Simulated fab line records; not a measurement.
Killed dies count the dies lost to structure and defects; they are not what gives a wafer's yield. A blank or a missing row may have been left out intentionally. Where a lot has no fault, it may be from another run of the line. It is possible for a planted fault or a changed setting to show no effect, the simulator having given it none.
Chamber matching :: flow n5 finfet :: ald sin-01 running N5_FIN_SAQP_SPACER1_ALD_24: 4 sister chambers
The step deposits SiO2, target thk 20.3 nm, pulse time 1 s, purge time 2 s. 4 wafers are shown with their chamber, then 9 later ones without.

== WAFERS WITH THEIR CHAMBER ==
wafer: L081.3
chamber: 1
heater power outer w (W): 256

wafer: L085.4
chamber: 0
heater power outer w (W): 251

wafer: L085.5
chamber: 3
heater power outer w (W): 317

wafer: L085.6
chamber: 2
heater power outer w (W): 251

== WAFERS MISSING THEIR CHAMBER ==
wafer: L087.4
heater power outer w (W): 315

wafer: L087.5
heater power outer w (W): 253

wafer: L087.6
heater power outer w (W): 329

wafer: L092.1
heater power outer w (W): 251

wafer: L092.3
heater power outer w (W): 262

wafer: L092.5
heater power outer w (W): 326

wafer: L094.1
heater power outer w (W): 256

wafer: L094.2
heater power outer w (W): 255

wafer: L094.5
heater power outer w (W): 251

== THE CHAMBER EACH PASSED THROUGH ==
wafer: L087.4
from the rows above: 3
in truth: 3

wafer: L087.5
from the rows above: can't be placed: 0 or 2 or 1
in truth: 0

wafer: L087.6
from the rows above: 3
in truth: 3

wafer: L092.1
from the rows above: can't be placed: 0 or 2 or 1
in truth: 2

wafer: L092.3
from the rows above: can't be placed: 1 or 0 or 2
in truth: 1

wafer: L092.5
from the rows above: 3
in truth: 3

wafer: L094.1
from the rows above: can't be placed: 1 or 0 or 2
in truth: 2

wafer: L094.2
from the rows above: can't be placed: 1 or 0 or 2
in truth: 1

wafer: L094.5
from the rows above: can't be placed: 0 or 2 or 1
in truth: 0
Correctly placed: 3 of 9. Cannot be placed on the basis of these rows: 6; the candidates contain the true chamber in 6. 0 placed wrongly.
How it was worked out, from the rows above alone: a wafer's distance from a chamber is the root of the sum, over the readings, of the square of ((its reading less the chamber's mean) divided by the reading's scatter). If the next closest chamber is less than 2 further off than the closest, the wafer can't be placed; otherwise it belongs to the closest. For every chamber, the mean is computed from those of its wafers that are shown. The scatter: root of mean squared gap, hidden wafer to nearest shown wafer, with one shown wafer a chamber.
